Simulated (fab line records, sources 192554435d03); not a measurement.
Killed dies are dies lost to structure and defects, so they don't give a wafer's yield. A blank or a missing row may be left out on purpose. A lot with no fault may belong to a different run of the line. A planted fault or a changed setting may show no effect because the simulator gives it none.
Split-lot study -- flow n5 finfet -- 21 wafers read from 7 lots, route of 1938 steps

ABOUT THE SPLIT
At N5_BEOL_M5_COAT_74 (time 60 s, resist thk 5 nm), the setting spin rpm was moved away from the recipe's 1500 rpm on 7 of the 21 wafers read, by -9.3% to -6.6%. This setting was run at the recipe's value on the other wafers.

FROM THE SPLIT TO THE READING: what the file shows between them, 3 steps
- N5_BEOL_M5_COAT_22: resist thk 30 nm
- N5_BEOL_M5_EBR_24
- N5_BEOL_M5_DESCUM_33: chemistry O2, time 7 s

THE READING
etch.depth nm (the simulator's own value, which no gauge read), in nm, at N5_BEOL_M5_ETCH_75 (etches underlayer in N2/H2, target depth 6.5 nm, time 5.2 s). No usual value for it is given in the file. Across the 14 wafers here that went through the recipe, the average is 4.993 nm and the standard deviation 0.011 nm.

wafer,"tool, chamber at the split","spin rpm as run, rpm",against the recipe,"etch.depth nm, nm",against lot-mates on the recipe
L075.2,"litho track-04, 0",1500,recipe,4.975,-
L075.3,"litho track-04, 0",1500,recipe,4.98,-
L075.4,"litho track-04, 0",1500,recipe,4.983,-
L078.1,"litho track-04, 0",1394,-7.1%,5.188,+0.191
L078.3,"litho track-04, 0",1500,recipe,5.001,-
L078.6,"litho track-04, 0",1500,recipe,4.992,-
L077.1,"litho track-04, 0",1500,recipe,4.986,-
L077.3,"litho track-04, 0",1500,recipe,4.984,-
L077.4,"litho track-04, 0",1500,recipe,4.977,-
L084.2,"litho track-04, 0",1372,-8.5%,5.248,+0.243
L084.4,"litho track-04, 0",1500,recipe,5.005,-
L084.6,"litho track-04, 0",1372,-8.5%,5.257,+0.252
L087.1,"litho track-02, 0",1500,recipe,5.004,-
L087.5,"litho track-02, 0",1500,recipe,5.005,-
L087.6,"litho track-02, 0",1500,recipe,5.002,-
L088.2,"litho track-02, 0",1361,-9.3%,5.266,no lot-mate on the recipe
L088.3,"litho track-02, 0",1361,-9.3%,5.266,no lot-mate on the recipe
L088.6,"litho track-02, 0",1361,-9.3%,5.244,no lot-mate on the recipe
L091.1,"litho track-02, 0",1500,recipe,4.996,-
L091.4,"litho track-02, 0",1500,recipe,5.007,-
L091.6,"litho track-02, 0",1401,-6.6%,5.166,+0.165

FIT RESULTS
A straight line over all 21 wafers: etch.depth nm changes by -0.0289 nm for each +1% of spin rpm; r = -0.99; the points scatter about the line by 0.012 nm.
The same after taking each lot's own level away (the mean of its wafers on the recipe; 18 wafers): -0.0279 nm for each +1%; r = -1.00; scatter 0.0071 nm.
The reading moves by 0.26 nm for the largest change in spin rpm, on that fit.
From 4.9793 to 5.0050 nm: that is the span of the lots' own levels, equal to 2.3 times the standard deviation above.
The two slopes are in agreement: the lot-to-lot level therefore moves the slope only a little.
Check: with one of the wafers moved furthest among these (-8.5%) left out of the fit, the line predicts +0.236 nm for it against its lot-mates. It came out at +0.243 nm against them.

THE WHOLE CHAIN: every reading that the file lists as answering this split, in the file's order
step,what it does,reading,change (the file's fit),r (the file's)
N5_BEOL_M5_ETCH_75,"etches underlayer in N2/H2, target depth 6.5 nm, time 5.2 s",etch rf on time s,withheld for each +1% of the setting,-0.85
N5_BEOL_M5_ETCH_75,"etches underlayer in N2/H2, target depth 6.5 nm, time 5.2 s","etch.depth nm (the simulator's own value, which no gauge read)",-0.0273 nm for each +1% of the setting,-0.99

THE FILE'S OWN FIT
etch.depth nm changes by -0.0273 nm for each +1% of spin rpm, r = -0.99.
